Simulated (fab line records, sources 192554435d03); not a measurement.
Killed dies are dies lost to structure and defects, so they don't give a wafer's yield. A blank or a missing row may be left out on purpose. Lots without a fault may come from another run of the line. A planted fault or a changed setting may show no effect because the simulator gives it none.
fab line records | flow n5_finfet
record lots=7 wafers=21
route steps=1938 shown FIN_CUT@155 DUMMY_GATE@224 SD_EPI_P@300 ILD0@342 HKMG_FIN@435 MOL_CONTACT_COAG@531
start_h: hours from the record's first day to the start of the lot's first wafer shown | wait_h: hours since the lot's step before | " the same as in the row above | L1.1+2: a row that stands for several wafers | - no value, or no start given | * or withheld: withheld | < > ~ a bound
route shown NAME@n: a module of which the file shows steps, and the number in the route of the first | usual: mean/standard deviation of fault-free wafers | same: alike in all rows | chamber/n: place in a boat | sites: the reading at each site | _std_site: their standard deviation | _edge_site: outer sites' mean less inner sites' | radius_mm: how far each site lies from the wafer's centre | mask NAME#n: copy n | behind: the tool/chamber that last shaped the wafer | hold: why the lot was held/for how many hours/how that ended | device: the transistor (n, p or np) that didn't switch | end of line: the same wafers' tests at the end of the route | a step without rows: its recipe alone | killed: dies lost to structure and defects at the first sort, not the wafer's yield | map: a wafer's dies, x killed, . not, _ none there
set.NAME: the setting as run; set.NAME@STEP: as run at that earlier step | model.NAME: the simulator's own value behind a step, which no gauge read
lots whose settings were changed on purpose; a table a step, a row a wafer
## steps
# step N5_FIN_CUT_COAT_19
# recipe resist=SiARC temp_c=220 time_s=60 spin_rpm=1500 resist_thk_nm=20
# columns lot.wafer tool chamber start_h wait_h set.time_s
L074.4+5+6 litho_track-04 0 - - 60
L081.1+5 litho_track-03 0 - - 51.37
L081.6 " 0 " " 60
L084.2+4+6 litho_track-02 0 - - 60
L086.2+3+4 litho_track-03 0 - - 60
L088.2+6 litho_track-02 0 - - 60
L088.4 " 0 " " 72.53
L093.1+3 litho_track-04 0 - - 60
L093.2 " 0 " " 50.15
L094.2 litho_track-04 0 - - 52.61
L094.3+4 " 0 " " 60
# step N5_FIN_CUT_COAT_29
# recipe resist=underlayer temp_c=205 time_s=60 spin_rpm=1500 resist_thk_nm=10
# step N5_FIN_CUT_COAT_02
# recipe resist=CAR-EUV spin_rpm=1500 resist_thk_nm=30
# step N5_FIN_CUT_ETCH_30
# recipe chemistry=N2/H2 target=underlayer target_depth_a=130 mask_material=CAR-EUV time_s=10.4 ion_energy_ev=200 pressure_mtorr=30 source_w=840 bias_w=150 n2_flow_sccm=200 h2_flow_sccm=200 ends=cleared
# step N5_FIN_CUT_ETCH_20
# recipe chemistry=CF4 target=SiARC target_depth_a=260 mask_material=CAR-EUV time_s=43.3 ion_energy_ev=80 pressure_mtorr=40 source_w=545 bias_w=36 Ar_flow_sccm=100 cf4_flow_sccm=100 ends=cleared
# step N5_FIN_CUT_ETCH_21
# recipe chemistry=N2/H2 target=SOC target_depth_a=2190 overetch_a=438 mask_material=SiARC temp_c=40 ion_energy_ev=100 bias_w=61 time_s=523.5 pressure_mtorr=30 source_w=850 n2_flow_sccm=200 h2_flow_sccm=200
# columns lot.wafer tool chamber start_h wait_h set.spin_rpm@FIN_CUT_COAT_18 model.etch.depth_nm
L074.4 rie_diel-02 0 29.76 0.0 1500 231.2
L074.5 " 1 " " 1500 231.5
L074.6 " 2 " " 1500 230.6
L081.1 rie_diel-05 2 71.44 0.0 1500 230.4
L081.5 " 1 " " 1500 230.7
L081.6 " 2 " " 1500 229.9
L084.2 rie_diel-05 2 93.18 0.0 1655 219.1
L084.4 " 3 " " 1500 229.8
L084.6 " 0 " " 1655 218.4
L086.2+4 rie_diel-06 0,3 101.39 0.0 1500 230.7
L086.3 " 1 " " 1500 230.6
L088.2 rie_diel-06 2 112.45 0.0 1586 223.8
L088.4 " 0 " " 1586 224.1
L088.6 " 3 " " 1500 230.8
L093.1 rie_diel-05 1 141.61 0.0 1500 228.5
L093.2 " 0 " " 1651 218.2
L093.3 " 2 " " 1500 228.8
L094.2 rie_diel-05 0 146.50 0.0 1500 230.1
L094.3 " 1 " " 1371 241.3
L094.4 " 3 " " 1371 241
# step N5_DUMMY_GATE_COAT_28
# recipe resist=underlayer temp_c=205 time_s=60 spin_rpm=1500 resist_thk_nm=10
# columns lot.wafer tool chamber start_h wait_h set.spin_rpm model.underlayer_of_DUMMY_GATE_COAT_28.thk_nm
L074.4+5+6 litho_track-02 0 - - 1500 10
L081.1 litho_track-02 0 - - 1500 10
L081.5+6 " 0 " " 1666 9.4
L084.2+4+6 litho_track-05 0 - - 1351 10.6
L086.2+3+4 litho_track-01 0 - - 1500 10
L088.2+4 litho_track-02 0 - - 1500 10
L088.6 " 0 " " 1583 9.8
L093.1+3 litho_track-02 0 - - 1500 10
L093.2 " 0 " " 1655 9.6
L094.2+4 litho_track-01 0 - - 1500 10
L094.3 " 0 " " 1384 10.4
# step N5_SD_EPI_P_EXPOSE_06
# recipe mask_id=SD_P_BLK na=1.35 source_shape=conventional sigma_outer=0.8 polarization=unpolarized target_cd_nm=240 dose_mj=39.5
# columns lot.wafer tool chamber start_h wait_h mask set.dose_mj
L074.4+6 arfi_scanner-01 0 55.54 - SD_P_BLK#0 41.68
L074.5 " 0 " " SD_P_BLK#0 39.5
L081.1+6 arfi_scanner-03 0 99.45 - SD_P_BLK#0 38.14
L081.5 " 0 " " SD_P_BLK#0 39.5
L084.2+4 arfi_scanner-01 0 119.13 - SD_P_BLK#0 39.5
L084.6 " 0 " " SD_P_BLK#0 40.41
L086.2+3+4 arfi_scanner-02 0 128.13 - SD_P_BLK#0 39.5
L088.2 arfi_scanner-02 0 141.24 - SD_P_BLK#0 37.88
L088.4+6 " 0 " " SD_P_BLK#0 39.5
L093.1+3 arfi_scanner-03 0 169.96 - SD_P_BLK#0 39.5
L093.2 " 0 " " SD_P_BLK#0 40.99
L094.2+3+4 arfi_scanner-03 0 174.15 - SD_P_BLK#0 39.5
# step N5_SD_EPI_P_PEB_07
# recipe peb_temp_c=110 peb_time_s=60 resist=CAR-ArF-block
# step N5_SD_EPI_P_DEVELOP_08
# recipe develop_time_s=30 developer=TMAH resist=CAR-ArF-block dev_temp_c=23 rinse_liquid=diw dry=air_spin
# step N5_SD_EPI_P_CD_MEAS_09
# recipe target_cd_nm=240 landing_energy_ev=500 detector=se_inlens
# usual cd_nm=239.6/0.85
# columns lot.wafer tool chamber start_h wait_h set.dose_mj@SD_EPI_P_EXPOSE_06 cd_nm
L074.4 cd_sem-02 0 55.65 - 41.68 243.5
L074.5 " 0 " " 39.5 240.3
L074.6 " 0 " " 41.68 243.4
L081.1 cd_sem-02 0 99.57 - 38.14 236.0
L081.5 " 0 " " 39.5 240.5
L081.6 " 0 " " 38.14 236.6
L084.2 cd_sem-01 0 119.25 - 39.5 240.2
L084.4 " 0 " " 39.5 238.8
L084.6 " 0 " " 40.41 241.4
L086.2 cd_sem-03 0 128.25 - 39.5 238.3
L086.3 " 0 " " 39.5 239.6
L086.4 " 0 " " 39.5 238.2
L088.2 cd_sem-02 0 141.36 - 37.88 234.4
L088.4 " 0 " " 39.5 238.7
L088.6 " 0 " " 39.5 239.0
L093.1 cd_sem-01 0 170.08 - 39.5 240.1
L093.2 " 0 " " 40.99 242.0
L093.3 " 0 " " 39.5 240.3
L094.2 cd_sem-01 0 174.27 - 39.5 239.0
L094.3 " 0 " " 39.5 239.6
L094.4 " 0 " " 39.5 240.0
# step N5_SD_EPI_P_DESCUM_14
# recipe chemistry=O2 time_s=7.9 source_power_w=50 bias_power_w=20 pressure_mtorr=20 rf_frequency_hz=2.712e+07 temp_c=40 resist=CAR-ArF-block o2_flow_sccm=225
# columns lot.wafer tool chamber start_h wait_h set.dose_mj@SD_EPI_P_EXPOSE_06 model.SD_EPI_P.cd_nm
L074.4 rie_diel-06 1 55.73 0.0 41.68 243.8
L074.5 " 1 " " 39.5 240.2
L074.6 " 2 " " 41.68 243.2
L081.1+6 rie_diel-06 2,3 100.23 0.6 38.14 236.2
L081.5 " 1 " " 39.5 240.4
L084.2 rie_diel-05 1 119.34 0.0 39.5 240.2
L084.4 " 2 " " 39.5 239.2
L084.6 " 1 " " 40.41 241.4
L086.2 rie_diel-05 0 128.33 0.0 39.5 238
L086.3 " 1 " " 39.5 239.8
L086.4 " 2 " " 39.5 238.6
L088.2 rie_diel-02 2 141.45 0.0 37.88 234.8
L088.4+6 " 0 " " 39.5 238.8
L093.1 rie_diel-06 0 170.17 0.0 39.5 240.4
L093.2 " 2 " " 40.99 242
L093.3 " 3 " " 39.5 240.2
L094.2 rie_diel-02 1 174.36 0.0 39.5 238.6
L094.3 " 0 " " 39.5 239
L094.4 " 2 " " 39.5 240.2
# step N5_SD_EPI_P_ETCH_36
# recipe chemistry=CF4 target=SiARC target_depth_a=455 mask_material=CAR-ArF-block time_s=75.8 ion_energy_ev=80 pressure_mtorr=40 source_w=545 bias_w=36 Ar_flow_sccm=100 cf4_flow_sccm=100 ends=cleared
# columns lot.wafer tool chamber start_h wait_h set.dose_mj@SD_EPI_P_EXPOSE_06 model.SD_EPI_P.cd_nm
L074.4 rie_diel-06 1 55.77 0.0 41.68 243.8
L074.5 " 1 " " 39.5 240
L074.6 " 2 " " 41.68 243.2
L081.1+6 rie_diel-06 2,3 100.27 0.0 38.14 236.2
L081.5 " 1 " " 39.5 240.6
L084.2 rie_diel-05 1 119.37 0.0 39.5 240.4
L084.4 " 2 " " 39.5 239.2
L084.6 " 1 " " 40.41 241.6
L086.2 rie_diel-05 0 128.37 0.0 39.5 238
L086.3 " 1 " " 39.5 239.8
L086.4 " 2 " " 39.5 238.8
L088.2 rie_diel-02 2 141.48 0.0 37.88 234.6
L088.4+6 " 0 " " 39.5 238.8
L093.1 rie_diel-06 0 170.21 0.0 39.5 240.4
L093.2 " 2 " " 40.99 242
L093.3 " 3 " " 39.5 240
L094.2+3 rie_diel-02 1,0 174.39 0.0 39.5 238.8
L094.4 " 2 " " 39.5 240
# step N5_ILD0_PRECLEAN_10
# recipe chemistry=NF3:NH3 afs_cycles=5 time_s=20 temp_c=30 sublimation_temp_c=180 sublimation_time_s=60 pressure_torr=3 rf_power_w=30
# columns lot.wafer tool chamber start_h wait_h set.time_s model.SiO2_flowable_of_ILD0_FCVD_FILL_01.thk_nm
L074.4 remote_plasma-01 0 65.14 0.4 20 118.6
L074.5 " 0 " " 20 117.8
L074.6 " 0 " " 21.51 118.4
L081.1 remote_plasma-02 0 108.07 0.0 20 122.8
L081.5 " 0 " " 23.58 117.8
L081.6 " 0 " " 23.58 118.6
L084.2 remote_plasma-02 1 127.25 0.1 16 123.8
L084.4 " 1 " " 16 122.4
L084.6 " 1 " " 20 119.2
L086.2 remote_plasma-02 1 136.11 0.1 20 121.4
L086.3 " 1 " " 20 122.2
L086.4 " 1 " " 20 121.2
L088.2 remote_plasma-02 1 150.83 0.1 16.4 121.8
L088.4 " 1 " " 20 119.4
L088.6 " 1 " " 16.4 122.4
L093.1 remote_plasma-02 0 179.11 0.0 20 118.2
L093.2 " 0 " " 20 119.2
L093.3 " 0 " " 20 120.6
L094.2 remote_plasma-02 0 185.24 0.2 20 120.6
L094.3+4 " 0 " " 20 119.8
# step N5_HKMG_FIN_ETCH_32
# recipe chemistry=N2/H2 target=SOC target_depth_a=2400 temp_c=40 time_s=300 ion_energy_ev=200 mask_material=SiARC pressure_mtorr=30 source_w=840 bias_w=150 n2_flow_sccm=200 h2_flow_sccm=200
# usual rf_vpp_V=523.1/2.4
# columns lot.wafer tool chamber start_h wait_h set.source_w rf_vpp_V model.etch.depth_nm model.HKMG_FIN.feature_depth_nm
L074.4 rie_diel-01 0 78.28 0.1 732.7 552.0 209.5 209.6
L074.5 " 1 " " 732.7 545.4 212.2 212.2
L074.6 " 2 " " 840 523.3 236.8 236.8
L081.1 rie_diel-04 3 121.61 0.0 732.1 544.8 210.3 210.2
L081.5 " 3 " " 840 519.8 236.6 236.6
L081.6 " 0 " " 732.1 549.7 211 211
L084.2 rie_diel-01 3 140.70 0.0 973 497.7 281.2 281.2
L084.4 " 0 " " 840 525.6 233.6 233.6
L084.6 " 3 " " 840 522.7 249.6 249.6
L086.2 rie_diel-01 0 151.52 0.0 840 526.4 233.3 233.2
L086.3 " 2 " " 840 520.7 237.1 237.2
L086.4 " 1 " " 840 521.9 239 239
L088.2 rie_diel-03 0 163.86 0.0 880.9 512.7 240.9 241
L088.4 " 1 " " 880.9 515.8 244 244
L088.6 " 2 " " 880.9 512.6 249.8 249.8
L093.1 rie_diel-01 2 193.18 0.0 840 520.5 237.8 237.8
L093.2 " 3 " " 840 523.3 245.6 245.6
L093.3 " 1 " " 840 522.8 242.8 242.8
L094.2 rie_diel-01 3 199.79 0.0 840 522.9 246.4 246.4
L094.3 " 1 " " 840 521.9 242.9 242.8
L094.4 " 0 " " 840 525.8 231.9 231.8
# step N5_HKMG_FIN_COAT_85
# recipe resist=SOC temp_c=250 time_s=60 spin_rpm=1500 resist_thk_nm=300
# columns lot.wafer tool chamber start_h wait_h set.spin_rpm model.SOC_of_HKMG_FIN_COAT_85.thk_nm
L074.4 litho_track-02 0 79.38 0.2 1500 299.8
L074.5 " 0 " " 1410 308.2
L074.6 " 0 " " 1410 308.4
L081.1 litho_track-03 0 122.79 0.2 1500 300.4
L081.5 " 0 " " 1500 299.6
L081.6 " 0 " " 1573 291.8
L084.2 litho_track-02 0 141.91 0.2 1500 299.2
L084.4 " 0 " " 1577 292.2
L084.6 " 0 " " 1500 300
L086.2 litho_track-02 0 152.69 0.2 1500 299.6
L086.3 " 0 " " 1500 298.8
L086.4 " 0 " " 1500 300
L088.2 litho_track-04 0 165.02 0.2 1405 312.4
L088.4 " 0 " " 1405 311.4
L088.6 " 0 " " 1500 301.2
L093.1 litho_track-03 0 194.34 0.2 1500 299
L093.2+3 " 0 " " 1399 309.8
L094.2+3 litho_track-02 0 200.96 0.2 1500 300.2
L094.4 " 0 " " 1500 300.8
# step N5_MOL_CONTACT_COAG_ETCH_105
# recipe chemistry=CF4 target=SiARC target_depth_a=156 mask_material=CAR-EUV time_s=26 ion_energy_ev=80 pressure_mtorr=40 source_w=545 bias_w=36 Ar_flow_sccm=100 cf4_flow_sccm=100 ends=cleared
# usual etch_rf_on_time_s=26.4/0.58 rf_vpp_V=183.8/1
# columns lot.wafer tool chamber start_h wait_h set.bias_w etch_rf_on_time_s rf_vpp_V
L074.4 rie_diel-04 2 90.80 0.0 36 26.8 183.3
L074.5 " 3 " " 31.58 28.0 168.6
L074.6 " 2 " " 31.58 27.7 168.0
L081.1 rie_diel-01 3 133.99 0.0 36 25.3 182.7
L081.5 " 3 " " 36 25.3 182.3
L081.6 " 2 " " 36 26.2 183.8
L084.2 rie_diel-03 1 153.04 0.0 36 26.2 184.9
L084.4 " 3 " " 36 26.2 184.0
L084.6 " 0 " " 36 26.5 183.2
L086.2 rie_diel-03 3 165.88 0.0 36 26.4 184.1
L086.3 " 0 " " 36 26.4 182.9
L086.4 " 2 " " 36 26.0 181.7
L088.2 rie_diel-01 1 177.86 0.0 36 25.6 183.5
L088.4 " 3 " " 39.37 24.8 194.0
L088.6 " 1 " " 39.37 24.8 194.9
L093.1 rie_diel-03 1 205.89 0.0 36 26.4 183.9
L093.2 " 3 " " 39.77 26.0 197.9
L093.3 " 2 " " 39.77 25.4 195.9
L094.2 rie_diel-01 2 212.75 0.0 29.81 27.7 163.0
L094.3 " 1 " " 36 25.7 181.7
L094.4 " 3 " " 36 25.3 183.6
# step N5_MOL_CONTACT_COAG_ETCH_15
# recipe chemistry=CH3F/O2 target=SiNx target_depth_a=70 mask_material=SOC stop_on=Si:P over_etch_frac=0.75 ion_energy_ev=120 pressure_mtorr=30 source_w=395 bias_w=73 Ar_flow_sccm=150 CH3F_flow_sccm=30 O2_flow_sccm=20
# usual rf_vpp_V=300/4.7
# columns lot.wafer tool chamber start_h wait_h set.source_w rf_vpp_V
L074.4 rie_diel-04 2 90.97 0.0 395 306
L074.5 " 3 " " 395 307
L074.6 " 2 " " 395 307
L081.1 rie_diel-01 3 134.15 0.0 438 283
L081.5 " 3 " " 395 297
L081.6 " 2 " " 395 297
L084.2 rie_diel-03 1 153.21 0.0 330.7 325
L084.4 " 3 " " 330.7 322
L084.6 " 0 " " 330.7 325
L086.2 rie_diel-03 3 166.05 0.0 395 295
L086.3 " 0 " " 395 298
L086.4 " 2 " " 395 301
L088.2 rie_diel-01 1 178.03 0.0 395 299
L088.4 " 3 " " 461.1 275
L088.6 " 1 " " 395 300
L093.1 rie_diel-03 1 206.05 0.0 434.1 286
L093.2 " 3 " " 395 297
L093.3 " 2 " " 434.1 287
L094.2 rie_diel-01 2 212.91 0.0 395 297
L094.3 " 1 " " 446.4 285
L094.4 " 3 " " 395 297
# step N5_MOL_CONTACT_COAG_ALD_27
# recipe material=SiOC target_thk_a=170 temp_c=400 ald_precursor_family=carbosiloxane ald_co_reactant=H2-plasma pulse_time_s=1.5 time_s=2720 purge_time_s=2 co_reactant_purge_time_s=2 ald_cycles=340 pressure_torr=2
# columns lot.wafer tool chamber start_h wait_h set.ald_cycles model.SiOC_of_MOL_CONTACT_COAG_ALD_27.thk_nm
L074.4 ald_sin-02 2 97.23 0.9 385 19.2
L074.5 " 1 " " 385 19.4
L074.6 " 0 " " 340 17
L081.1 ald_sin-01 1 141.45 0.0 295 14.6
L081.5 " 3 " " 340 17
L081.6 " 2 " " 340 17.2
L084.2 ald_sin-01 2 159.93 0.0 340 17
L084.4 " 3 " " 313 15.6
L084.6 " 3 " " 340 17.2
L086.2 ald_sin-03 0 175.45 0.4 340 17.2
L086.3+4 " 1,3 " " 340 17
L088.2+4 ald_sin-02 2,0 183.48 0.0 340 17
L088.6 " 3 " " 389 19.4
L093.1 ald_sin-02 3 213.18 0.0 364 18.4
L093.2 " 0 " " 340 17
L093.3 " 1 " " 340 17.2
L094.2 ald_sin-03 3 218.99 0.0 340 17
L094.3+4 " 2,0 " " 305 15.2
## key
split step=N5_FIN_CUT_COAT_19 setting=time_s stated=60 by=wafer
response none clear
split step=N5_DUMMY_GATE_COAT_28 setting=spin_rpm stated=1500 by=wafer
response step=N5_DUMMY_GATE_COAT_28 reading=model.underlayer_of_DUMMY_GATE_COAT_28.thk_nm change=-0.0468 per=1% r=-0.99
split step=N5_SD_EPI_P_EXPOSE_06 setting=dose_mj stated=39.5 by=wafer
response step=N5_SD_EPI_P_CD_MEAS_09 reading=cd_nm change=+0.782 per=1% r=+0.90
response step=N5_SD_EPI_P_DESCUM_14 reading=model.SD_EPI_P.cd_nm change=+0.755 per=1% r=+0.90
response step=N5_SD_EPI_P_ETCH_36 reading=model.SD_EPI_P.cd_nm change=+0.796 per=1% r=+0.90
split step=N5_ILD0_PRECLEAN_10 setting=time_s stated=20 by=wafer
response step=N5_ILD0_PRECLEAN_10 reading=model.SiO2_flowable_of_ILD0_FCVD_FILL_01.thk_nm change=-0.188 per=1% r=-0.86
split step=N5_HKMG_FIN_ETCH_32 setting=source_w stated=840 by=wafer
response step=N5_HKMG_FIN_ETCH_32 reading=rf_vpp_V change=-1.89 per=1% r=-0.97
response step=N5_HKMG_FIN_ETCH_32 reading=model.etch.depth_nm change=+2.23 per=1% r=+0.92
response step=N5_HKMG_FIN_ETCH_32 reading=model.HKMG_FIN.feature_depth_nm change=+2.23 per=1% r=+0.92
split step=N5_HKMG_FIN_COAT_85 setting=spin_rpm stated=1500 by=wafer
response step=N5_HKMG_FIN_COAT_85 reading=model.SOC_of_HKMG_FIN_COAT_85.thk_nm change=-1.57 per=1% r=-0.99
split step=N5_MOL_CONTACT_COAG_ETCH_105 setting=bias_w stated=36 by=wafer
response step=N5_MOL_CONTACT_COAG_ETCH_105 reading=etch_rf_on_time_s change=* per=1% r=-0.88
response step=N5_MOL_CONTACT_COAG_ETCH_105 reading=rf_vpp_V change=+1.18 per=1% r=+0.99
split step=N5_MOL_CONTACT_COAG_ETCH_15 setting=source_w stated=395 by=wafer
response step=N5_MOL_CONTACT_COAG_ETCH_15 reading=rf_vpp_V change=-1.25 per=1% r=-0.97
split step=N5_MOL_CONTACT_COAG_ALD_27 setting=ald_cycles stated=340 by=wafer
response step=N5_MOL_CONTACT_COAG_ALD_27 reading=model.SiOC_of_MOL_CONTACT_COAG_ALD_27.thk_nm change=+0.177 per=1% r=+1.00
split outside_this_file step=N5_FIN_CUT_COAT_18 setting=spin_rpm
# split outside_this_file: this setting was split too, and the file shows its column; the key of that split is in another file
